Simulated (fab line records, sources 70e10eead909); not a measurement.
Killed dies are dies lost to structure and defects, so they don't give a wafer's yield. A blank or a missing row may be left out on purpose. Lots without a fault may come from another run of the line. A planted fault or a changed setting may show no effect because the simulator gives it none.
Problem report in the 8D (eight disciplines) form, filled by code | flow nand_harc | the parts of the form that need people (team, actions taken, sign-off) are left out

1. THE PROBLEM
killed_at_array at NHARC_END_SORT_01 reads a mean of 674 on 6 wafers of 2 lots; wafers without a fault read 59 with a standard deviation of 20. That is +31 standard deviations from the usual mean.
First seen on wafer L458.2, day 29 07:23, on prober-01. The record holds 7 wafers of 3 lots with a number at this step. Rule for "out", or "out of limits": more than 4 standard deviations from the usual mean. The other wafers with a number count as sound.

2. WHAT IT IS AND WHAT IT IS NOT
question                    | is                           | is not
which readings at this step | killed_at_array, killed_dies | killed_at_other, killed_at_periphery, killed_open, killed_short
which lots                  | L458, L459                   | L463
which wafers of those lots  | all that have a number       | -
read on which gauges        | prober-01                    | prober-02
when                        | from day 29 07:23            | up to then (0 sound wafers); but 1 sound wafer of L463 came after

3. SUSPECTS, AND WHAT RULES EACH OUT
Counting: a tool at a process step up to the reading stays a suspect if it ran every lot that is out and no sound lot after the first of them.
- the gauge at NHARC_END_SORT_01: kept. All the wafers that are out were read on prober-01, and no step on other tools shows them out.
- rie_diel-12 at NHARC_A_CONTACT_ETCH_76 (etches the open film in N2/H2, target depth 260 nm, time 475.3 s): ruled out as a lasting fault. Sound lots L463 ran on it after its first lot that is out, L458 (day 26 14:29).
Left after counting: prober-01 at NHARC_END_SORT_01.

4. THE CAUSE (what the simulator had put in)
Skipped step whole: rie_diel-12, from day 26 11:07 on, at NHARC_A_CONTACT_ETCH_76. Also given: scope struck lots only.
Counting ruled it out, wrongly: the rule takes a fault to strike every lot that its tool runs from its start on, and this one did not.

5. THE CHAIN OF EFFECTS, in route order
Each row: a reading whose mean over the struck wafers that have a number lies more than 3 standard deviations from the usual. Only readings for which the record gives a usual standard deviation are gone through. hours: the time from each lot's start at the first step in this table that gives one to its start at this step, as a median over the lots. sigmas: the change in usual standard deviations.
hours | step              | reading         | usual | on struck wafers | change | sigmas
0     | NHARC_END_SORT_01 | killed_at_array | 59    | 674              | +616   | +31
0     | NHARC_END_SORT_01 | killed_dies     | 63    | 677              | +614   | +31
Readings that are blank on the struck wafers while sound wafers have them: bias_w at NHARC_A_CONTACT_ETCH_76; chamber_pressure_mTorr at NHARC_A_CONTACT_ETCH_76; drypump_motor_current_A at NHARC_A_CONTACT_ETCH_76; h2_flow_sccm at NHARC_A_CONTACT_ETCH_76; oes_product_au at NHARC_A_CONTACT_ETCH_76; rf_vpp_V at NHARC_A_CONTACT_ETCH_76; showerhead_plenum_p_Torr at NHARC_A_CONTACT_ETCH_76; throttle_valve_pct at NHARC_A_CONTACT_ETCH_76.

6. WHAT WOULD HAVE CAUGHT IT SOONER
In this record the first reading out of limits at a measuring or inspecting step was taken at day 29 07:23, 68 hours after the fault began at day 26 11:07.
At NHARC_A_CONTACT_ETCH_76 the tool's readings are blank on the struck wafers, where sound wafers have them: an empty tool record is the first sign, and it was there at once.
